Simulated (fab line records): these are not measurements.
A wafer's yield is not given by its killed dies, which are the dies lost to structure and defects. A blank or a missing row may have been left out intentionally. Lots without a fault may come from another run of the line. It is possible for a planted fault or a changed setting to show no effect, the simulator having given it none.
Comparing a struck lot with a sound one ; flow n5-finfet ; 15 out of 1938 route steps
Sound: wafers L464.3, L464.5, L464.6. Struck: wafer L483.1 (L483.5, L483.6, from the same lot, were not struck and are left out); the cause is given at the end.
Per side, at each step with rows, come the tool, then ch with its chambers, and then its first start. Under that, the readings that differ: sound wafers ; struck wafers ; difference of the means ; sigmas: that difference in standard deviations of wafers without a fault.
alike: readings with means less than 2 such deviations apart, plus words and numbers identical on both sides. not compared: withheld readings, readings lacking a value on some wafer, bounds such as >300 that could conceal the same value, and numbers that have no deviation in the record and whose values overlap.
The two part at a step that has a row with sigmas, a row that says differs or no value, or rows on one side only. Non-overlapping numbers with no deviation appear without sigmas and do not part them. A reading missing from all wafers of one side parts the sides only when that side holds two or more wafers.

N5_BEOL_M10_CD_MEAS_28: target cd 70 nm.
  sound on cd-sem-01 ch 0, day 10 03:34; struck on cd-sem-03 ch 0, day 15 14:29
  alike: cd-nm
N5_BEOL_M10_OVL_MEAS_29:
  sound on overlay-02 ch 0, day 10 03:35; struck on overlay-02 ch 0, day 15 14:31
reading;sound;struck;difference;sigmas
V9_OVL (nm);1.1 1.9 0.9;-0.7;-2.0;-3
N5_BEOL_M10_INSPECT_30: inspects for defects (brightfield).
  sound: defect-inspect-02 at day 10 03:37; struck: defect-inspect-02 at day 15 14:32
  alike: raw-defect-count
N5_BEOL_M10_DESCUM_33: chemistry O2, time 7.9 s.
  sound on rie-diel-04 ch 0,2,3, day 10 03:55; struck on rie-diel-04 ch 1, day 15 14:34
reading;sound;struck;difference;sigmas
rf-vpp-V (V);246.1 244.4 245.2;242.4;-2.8;-2
  alike: drypump-motor-current-A, oes-product-au, showerhead-plenum-p-Torr, throttle-valve-pct
  not compared: rf-hours-counter-h
N5_BEOL_M10_ETCH_65: etches SiARC in CF4, target depth 39 nm, time 65 s.
  sound on rie-diel-04 ch 0,2,3, day 10 03:56; struck on rie-diel-04 ch 1, day 15 14:37
reading;sound;struck;difference;sigmas
showerhead-plenum-p-Torr (Torr);2.22 2.13 2.26;2.07;-0.13;-2
  alike: drypump-motor-current-A, etch-rf-on-time-s, oes-product-au, rf-vpp-V, throttle-valve-pct
  not compared: rf-hours-counter-h
N5_BEOL_M10_ETCH_66: etches SOC in N2/H2, target depth 120 nm, overetch 24 nm, time 180 s.
  sound on rie-diel-04 ch 0,2,3, day 10 03:59; struck on rie-diel-04 ch 1, day 15 14:40
  alike: drypump-motor-current-A, oes-product-au, rf-vpp-V, showerhead-plenum-p-Torr, throttle-valve-pct
  not compared: rf-hours-counter-h
then, 4 steps without rows for these wafers: N5_BEOL_M10_STRIP_69 (strips in N2/H2); N5_BEOL_M10_VIA_ETCH_34 (etches SiCOH lowk in C4F6/O2, target depth 184.5 nm, time 69.2 s); N5_BEOL_M10_STRIP_73 (strips in C4F6/O2); N5_BEOL_M10_STRIP_36 (strips in N2/H2).
N5_BEOL_M10_TRENCH_ETCH_37: etches SiCOH lowk in C4F6/O2, target depth 148.83 nm, time 48 s.
  sound on rie-diel-04 ch 0,2,3; struck on rie-diel-04 ch 1
  alike: drypump-motor-current-A, oes-product-au, rf-vpp-V, showerhead-plenum-p-Torr, throttle-valve-pct
  not compared: rf-hours-counter-h
N5_BEOL_M10_ETCH_41: etches SiCN in CH3F/O2, target depth 42.6 nm, time 86 s.
  sound on rie-diel-04 ch 0,2,3; struck on rie-diel-04 ch 1
  alike: drypump-motor-current-A, oes-product-au, rf-vpp-V, showerhead-plenum-p-Torr, throttle-valve-pct
  not compared: rf-hours-counter-h
N5_BEOL_M10_STRIP_77: strips in N2/H2, time 10 s.
  sound on rie-diel-04 ch 0,2,3, day 10 04:19; struck on rie-diel-04 ch 1, day 15 14:59
reading;sound;struck;difference;sigmas
chamber-pressure-mTorr (mTorr);19.999 19.988 19.964;26.013;+6.029;+99 or more
  alike: drypump-motor-current-A, oes-product-au, rf-vpp-V, showerhead-plenum-p-Torr, throttle-valve-pct
  not compared: rf-hours-counter-h
N5_BEOL_M10_OCD_MEAS_38:
  sound: ocd-01 at day 10 04:24; struck: ocd-02 at day 15 15:04
  alike: trench-depth-nm
N5_PASSIVATION_PROBE_49:
  sound: prober-02 at day 12 06:12; struck: prober-02 at day 17 11:43
reading;sound;struck;difference;sigmas
defect-limited-yield (%);92.2 91.3 93.4;84.9;-7.4;-5
killed_at_M0_to_M3;33 39 29;57;+23;+3
killed_at_M4_up;11 12 12;29;+17;+3
killed-at-contacts;9 17 3;28;+18;+3
killed-at-front-end;39 33 33;63;+28;+2
killed-dies;92 103 78;178;+87;+5
killed-open;63 63 45;119;+62;+5
killed-short;28 40 33;56;+22;+3
sort_bin_5_function (%);4.4 4.9 4.1;8.0;+3.5;+4
sort_bin_6_memory (%);3.0 3.2 2.5;6.2;+3.3;+5
sort_bin_8_speed (%);0 0 0;0.34;+0.34;+12
sort-n-pass;1088 1077 1102;998;-91;-5
sort-yield-pct (%);92.2 91.3 93.4;84.6;-7.7;-5
  alike: killed-at-other

== WHERE THEY PART ==
Last at N5_PASSIVATION_PROBE_49 as far as this record goes, first at N5_BEOL_M10_OVL_MEAS_29.

WHY: what the simulator had put in
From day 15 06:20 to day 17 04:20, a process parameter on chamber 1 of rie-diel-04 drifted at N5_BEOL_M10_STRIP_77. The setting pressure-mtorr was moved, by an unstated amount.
